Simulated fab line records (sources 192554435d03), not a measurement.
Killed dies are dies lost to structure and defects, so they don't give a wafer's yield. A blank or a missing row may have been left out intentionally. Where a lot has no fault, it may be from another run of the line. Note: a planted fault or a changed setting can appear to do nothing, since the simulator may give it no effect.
Split-lot study -- flow n5 finfet -- 21 wafers read across 7 lots, on a route 1938 steps long

THE SPLIT
At N5_BEOL_M5_ETCH_62 (etches SOC in N2/H2, target depth 75 nm, overetch 15 nm, time 112.5 s), the setting source w was moved away from the recipe's 840 W on 10 of the 21 wafers read, by -12.2% to +16.9%. For the rest of the wafers, this setting stayed at what the recipe calls for.

The reading comes from the split's own step.

THE READING
rf vpp V, in V, at N5_BEOL_M5_ETCH_62 (etches SOC in N2/H2, target depth 75 nm, overetch 15 nm, time 112.5 s). A value of 523.2 V with a standard deviation of 2.3 V is what fault-free wafers of this fab line usually give.

wafer,"tool, chamber at the split","source w as run, W",against the recipe,"rf vpp V, V",against lot-mates on the recipe
L077.2,"rie diel-02, 3",767.7,-8.6%,537.9,no lot-mate on the recipe
L077.4,"rie diel-02, 0",767.7,-8.6%,540.9,no lot-mate on the recipe
L077.5,"rie diel-02, 2",767.7,-8.6%,540.1,no lot-mate on the recipe
L078.1,"rie diel-05, 2",981.9,+16.9%,495.8,-23.6
L078.2,"rie diel-05, 3",981.9,+16.9%,496.8,-22.6
L078.3,"rie diel-05, 1",840,recipe,519.4,-
L079.2,"rie diel-06, 0",840,recipe,524.3,-
L079.3,"rie diel-06, 3",840,recipe,526.5,-
L079.6,"rie diel-06, 3",840,recipe,526.0,-
L081.3,"rie diel-06, 2",840,recipe,518.5,-
L081.5,"rie diel-06, 1",840,recipe,520.8,-
L081.6,"rie diel-06, 0",737.6,-12.2%,547.8,+28.1
L093.1,"rie diel-05, 0",840,recipe,524.9,-
L093.3,"rie diel-05, 2",771.8,-8.1%,536.9,+12.0
L093.5,"rie diel-05, 3",771.8,-8.1%,540.3,+15.4
L096.1,"rie diel-05, 1",796.7,-5.2%,528.9,+8.9
L096.2,"rie diel-05, 0",796.7,-5.2%,534.0,+14.0
L096.5,"rie diel-05, 1",840,recipe,520.0,-
L095.1,"rie diel-02, 2",840,recipe,523.4,-
L095.2,"rie diel-02, 1",840,recipe,526.9,-
L095.5,"rie diel-02, 3",840,recipe,520.7,-

FIT RESULTS
A straight line over all 21 wafers: rf vpp V changes by -1.73 V for each +1% of source w; r = -0.98; the points scatter about the line by 2.8 V.
The same after taking each lot's own level away (the mean of its wafers on the recipe; 18 wafers): -1.61 V for each +1%; r = -0.97; scatter 2.9 V.
The reading moves by 27 V for the largest change in source w, on that fit.
Measured against the standard deviation above, the lots' own levels, which go from 519.40 to 525.60 V, span 2.7 times it.
The two slopes are in agreement: the lot-to-lot level therefore moves the slope only a little.
Check: for one of the wafers moved furthest among these (+16.9%), held out of the fit, the line's prediction against its lot-mates is -27.3 V. It came out at -23.6 V against them.
Tool readings at the split's step, against how far the setting was moved: rf vpp V r = -0.98.

THESE WAFERS: OTHER SPLITS
Other splits were also applied to these wafers ahead of the reading. Each is held against what the fit with the lots' levels taken away leaves over:
other split on the same wafers,wafers away from the commonest value,r with rf vpp V (lot level and that fit taken away)
N5_SDB_ALD_29 ald cycles,8,-0.06
N5_MOL_CONTACT_COAG_CONTACT_ETCH_14 source w,6,-0.48
N5_MOL_CONTACT_COAG_COAT_64 spin rpm,8,+0.20
N5_BEOL_M1_ETCH_64 bias w,10,+0.25
N5_BEOL_M2_ILD_DEP_00 time s,7,+0.06
N5_BEOL_M3_ETCH_64 time s,10,-0.40
N5_BEOL_M3_COAT_76 spin rpm,6,+0.21
N5_BEOL_M4_ETCH_70 bias w,6,+0.14

THE FILE'S OWN FIT
rf vpp V changes by -1.71 V for each +1% of source w, r = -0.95.
